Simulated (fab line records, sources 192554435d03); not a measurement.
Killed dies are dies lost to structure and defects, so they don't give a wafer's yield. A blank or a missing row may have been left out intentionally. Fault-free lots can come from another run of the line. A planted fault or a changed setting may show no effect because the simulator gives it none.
A lot that was struck, set against a sound lot | flow n5Finfet | 16 steps out of a route of 1938
Sound: the wafers L875.1, L875.2, L875.5. The struck wafers were L882.1, L882.3, L882.5. The cause is given at the end.
Order at every step that has rows: each side's tool, ch and its chambers, its first start. Under that, the readings that differ: sound wafers | struck wafers | difference of the means | sigmas: that difference in standard deviations of wafers without a fault.
alike: a reading whose means differ by less than 2 such deviations, as well as words and numbers matching on both sides. not compared: withheld readings; readings where some wafer has no value; bounds like >300 that might hide an equal value; numbers whose values overlap and for which the record gives no deviation.
A row with sigmas, a row that says differs or no value, or rows on one side alone: a step with any of these is where the two part. Numbers that don't overlap but have no deviation are shown without sigmas and don't part them. A reading missing from all wafers of one side parts the sides only when that side holds two or more wafers.

N5_MOL_CONTACT_COAG_ETCH_48: etches SiOC in C4F6/O2, target depth 15 nm, overetch 4.5 nm, time 17 s.
  sound on rieDiel-04 ch 0,1,2, day 7 06:04; struck on rieDiel-05 ch 0,3, day 9 01:20
reading                      | sound          | struck         | difference | sigmas
showerheadPlenumPTorr (Torr) | 2.97 2.89 2.93 | 2.79 2.79 2.79 | -0.14      | -2
  alike: drypumpMotorCurrentA, oes_o_777_au, oesProductAu, rfVppV, throttleValvePct
  not compared: rfHoursCounterH
N5_MOL_CONTACT_COAG_STRIP_72: strips in N2/H2.
  sound on rieDiel-04 ch 0,1,2, day 7 06:07; struck on rieDiel-05 ch 0,3, day 9 01:23
  alike: drypumpMotorCurrentA, oesProductAu, powerW, rfVppV, showerheadPlenumPTorr, throttleValvePct
  not compared: rfHoursCounterH
N5_MOL_CONTACT_COAG_STRIP_49: strips in N2/H2, time 30 s.
  sound on plasmaAsher-02 ch 0,1, day 7 06:11; struck on plasmaAsher-01 ch 0,1, day 9 01:28
  alike: drypumpMotorCurrentA, heaterPowerW
  not compared: rfHoursCounterH
then, 2 steps without rows for these wafers: N5_MOL_CONTACT_COAG_PRECLEAN_138 (cleans in alkaline clean, time 60 s); N5_MOL_CONTACT_COAG_SRD_139 (time 30 s).
N5_MOL_CONTACT_COAG_CD_MEAS_101: target cd 16 nm.
  struck on cdSem-02, day 9 01:39; sound on cdSem-02, day 7 06:20
  alike: cdNm
after that, 1 step had no rows for these wafers: N5_MOL_CONTACT_COAG_PRE_CLEAN_121.
N5_MOL_CONTACT_COAG_CVD_140: deposits W, target thk 66.5 nm, time 215 s.
  sound on cvdW-01 ch 0,1, day 7 06:28; struck on cvdW-01 ch 0,1, day 9 01:47
  alike: heaterPowerW
then, 2 steps without rows for these wafers: N5_MOL_CONTACT_COAG_PRECLEAN_127 (cleans in DIW, time 57.5 s); N5_MOL_CONTACT_COAG_SRD_128 (dry time 32 s).
N5_MOL_CONTACT_COAG_CMP_52: polishes, stops on SiO2, t overpolish 1.5 s, target thk 66.5 nm.
  sound on cmp-03 ch 1,2, day 7 06:47; struck on cmp-02 ch 0,2,3, day 9 02:11
  alike: motorCurrentA, overpolishRunS, timeToEndpointS
N5_MOL_CONTACT_COAG_THK_MEAS_53:
  struck on filmMetro-01, day 9 02:24; sound on filmMetro-02, day 7 07:05
  alike: VIA_MOL_THK
N5_MOL_CONTACT_COAG_ANNEAL_112: time 1800 s.
  sound on hpAnneal-01 ch 0, day 7 07:07; struck on hpAnneal-01 ch 0, day 9 02:25
reading                | sound             | struck            | difference | sigmas
spikeTcBottomC (C)     | 425.5 426.2 427.3 | 414.8 413.9 416.7 | -11.2      | -10
spikeTcCentreC (C)     | 400.9 399.5 399.6 | 389.9 391.9 390.3 | -9.3       | -10
spikeTcLowerC (C)      | 401.4 400.5 399.6 | 390.6 390.5 389.9 | -10.2      | -11
spikeTcTopC (C)        | 431.8 432.5 431.8 | 422.1 420.6 422.2 | -10.4      | -9
spikeTcUpperC (C)      | 398.3 400.1 400.2 | 392.5 390.8 391.0 | -8.1       | -7
wafer_temp_C_max       | 401.8 402.5 402.9 | 393.1 391.6 391.5 | -10.3      | -21
zonePowerBottomPct (%) | 11.92 12.03 11.90 | 11.75 11.74 11.59 | -0.26      | -2
zonePowerCentrePct (%) | 9.49 9.33 9.19    | 8.98 9.16 9.02    | -0.28      | -3
zonePowerLowerPct (%)  | 8.38 8.46 8.40    | 8.03 7.98 8.15    | -0.36      | -5
zonePowerTopPct (%)    | 21.69 21.68 21.60 | 20.80 21.24 21.10 | -0.61      | -3
zonePowerUpperPct (%)  | 9.28 9.10 9.16    | 8.78 9.00 8.75    | -0.34      | -3
N5_MOL_CONTACT_COAG_INSPECT_97: inspects for defects (darkfield).
  struck on defectInspect-01, day 9 05:27; sound on defectInspect-02, day 7 10:08
  alike: rawDefectCount
-- a jump in the record: the struck wafers' starts before and after are 4 days apart (it breaks off in module MOL_CONTACT_COAG and resumes in module BEOL_M4, where the first step shown is number 1111 of the route) --
N5_BEOL_M4_RC_MEAS_101:
  sound on prober-02 ch 0, day 10 16:55; struck on prober-02 ch 0, day 12 20:53
  alike: DIBL_N, DIBL_P, IOFF_N, IOFF_P, ION_N, ION_P, SS_N, SS_P, VT_N, VT_P
-- the record jumps here: 5 days lie between the struck wafers' starts before and after (it left off in module BEOL_M4 and takes up again in module PASSIVATION, whose first step shown is number 1936 of the route) --
N5_PASSIVATION_PROBE_49:
  struck on prober-02, day 17 14:57; sound on prober-01, day 14 20:12
reading    | sound    | struck | difference | sigmas
killedOpen | 46 51 79 | 83     | +24        | +2
  alike: defectLimitedYield, killed_at_M0_to_M3, killed_at_M4_up, killedAtContacts, killedAtFrontEnd, killedAtOther, killedDies, killedShort, sort_bin_5_function, sort_bin_6_memory, sort_bin_8_speed, sortNPass, sortYieldPct

## WHERE THEY PART
Last at N5_PASSIVATION_PROBE_49 as far as this record goes, first at N5_MOL_CONTACT_COAG_ETCH_48.

WHY: what had been put in by the simulator
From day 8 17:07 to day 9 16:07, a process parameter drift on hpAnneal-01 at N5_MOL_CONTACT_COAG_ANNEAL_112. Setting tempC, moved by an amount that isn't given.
